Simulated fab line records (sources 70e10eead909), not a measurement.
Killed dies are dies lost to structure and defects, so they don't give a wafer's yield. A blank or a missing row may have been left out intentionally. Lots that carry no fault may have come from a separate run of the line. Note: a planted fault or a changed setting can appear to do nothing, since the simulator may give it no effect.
Struck lot and sound lot, side by side ; flow nand harc ; 15 out of 1159 route steps
Sound: wafers L804.3, L804.5, L804.6. Struck: wafers L807.2, L807.3, L807.6. Last of all comes the cause.
At each step with rows: each side's tool, then ch and its chambers, then its first start. Under that, the readings that differ: sound wafers ; struck wafers ; difference of the means ; sigmas: that difference in standard deviations of wafers without a fault.
alike: readings with means less than 2 such deviations apart, plus words and numbers identical on both sides. not compared: withheld readings, readings lacking a value on some wafer, bounds such as >300 that could conceal the same value, and numbers that have no deviation in the record and whose values overlap.
A row with sigmas, a row that says differs or no value, or rows on one side alone: a step with any of these is where the two part. When numbers do not overlap yet have no deviation, they are printed without sigmas and do not part them. Lack of a reading on every wafer of one side parts them only where that side has two or more wafers.

NHARC_P_CONTACT_ETCH_35: etches the open film in CF4, target depth 39 nm, time 65 s.
  sound on rie diel-11 ch 0,1,3, day 6 10:24; struck on rie diel-07 ch 1,3, day 7 04:18
reading;sound;struck;difference;sigmas
oes product au (a.u.);0.988 0.975 0.985;1.003 1.011 0.996;+0.021;+2
  alike: drypump motor current A, rf vpp V, showerhead plenum p Torr, throttle valve pct
  not compared: rf hours counter h
then, 1 step without rows for these wafers: NHARC_P_CONTACT_ETCH_36 (etches the open film in N2/H2, target depth 260 nm, time 406.25 s).
NHARC_P_CONTACT_ETCH_18: etches the open film in C4F8/O2/Ar, target depth 481 nm, time 240.5 s.
  sound: rie diel-11 ch 0,2,3; struck: rie diel-07 ch 0,1,2
reading;sound;struck;difference;sigmas
oes product au (a.u.);0.935 0.933 0.947;0.974 0.957 0.984;+0.033;+2
  alike: rf vpp V
  not compared: rf hours counter h
then, 2 steps without rows for these wafers: NHARC_P_CONTACT_STRIP_37 (strips in C4F8/O2/Ar); NHARC_P_CONTACT_ETCH_31 (etches the open film in CH3F/O2, target depth 30 nm, time 85.7 s).
NHARC_P_CONTACT_CD_MEAS_19:
  struck on cd sem-03, day 7 05:05; sound on cd sem-03, day 6 11:11
  alike: cd nm
NHARC_P_CONTACT_STRIP_28: strips in O2.
  sound on rie diel-07 ch 0,1,3, day 6 11:18; struck on rie diel-11 ch 0,3, day 7 05:10
  alike: drypump motor current A, oes product au, rf vpp V, showerhead plenum p Torr, throttle valve pct
  not compared: rf hours counter h
then, 1 step without rows for these wafers: NHARC_P_CONTACT_STRIP_29 (strips in post etch residue remover, time 1200 s).
NHARC_P_CONTACT_DEGAS_38: time 60 s.
  struck on pvd sputter-03, day 7 05:47; sound on pvd sputter-01, day 6 11:56
  alike: heater power w
then, 1 step without rows for these wafers: NHARC_P_CONTACT_PRE_CLEAN_39 (time 19.5 s).
NHARC_P_CONTACT_PVD_32: deposits Ti, target thk 5 nm, time 17.7 s.
  sound on pvd sputter-01; struck on pvd sputter-03
  alike: substrate temp c, throttle valve pct
then, 1 step without rows for these wafers: NHARC_P_CONTACT_ALD_22 (deposits TiN, target thk 3 nm, pulse time 1 s, ald cycles 150).
NHARC_P_CONTACT_CVD_23: deposits W, target thk 200 nm, time 557 s.
  sound on cvd w-02 ch 0,1, day 6 14:55; struck on cvd w-02 ch 0,1, day 7 07:46
reading;sound;struck;difference;sigmas
mfc h2 sccm (sccm);1594 1589 1593;1605 1606 1604;+13;+3
  alike: heater power w, throttle valve pct
NHARC_P_CONTACT_CMP_24: polishes, t overpolish 30 s, target thk 200 nm.
  sound on cmp-04 ch 1,2, day 6 15:23; struck on cmp-01 ch 2,3, day 7 08:31
reading;sound;struck;difference;sigmas
time to endpoint s (s);39.5 38.5 38.8;79.3 78.0 80.4;+40.3;+15
  alike: motor current A, overpolish run s, retaining ring pressure frac
-- record jumps: 13 days between struck wafers' starts before vs after; left off in module P_CONTACT, resumes in module END, first step shown is number 1159 of the route --
NHARC_END_SORT_01:
  only the struck wafers appear in the record here, on prober-02 ch 0 at day 20 20:16; the sound ones have no rows

## WHERE THEY PART
Last at NHARC_END_SORT_01 as far as this record goes, first at NHARC_P_CONTACT_ETCH_35.

WHY: what the simulator had put in
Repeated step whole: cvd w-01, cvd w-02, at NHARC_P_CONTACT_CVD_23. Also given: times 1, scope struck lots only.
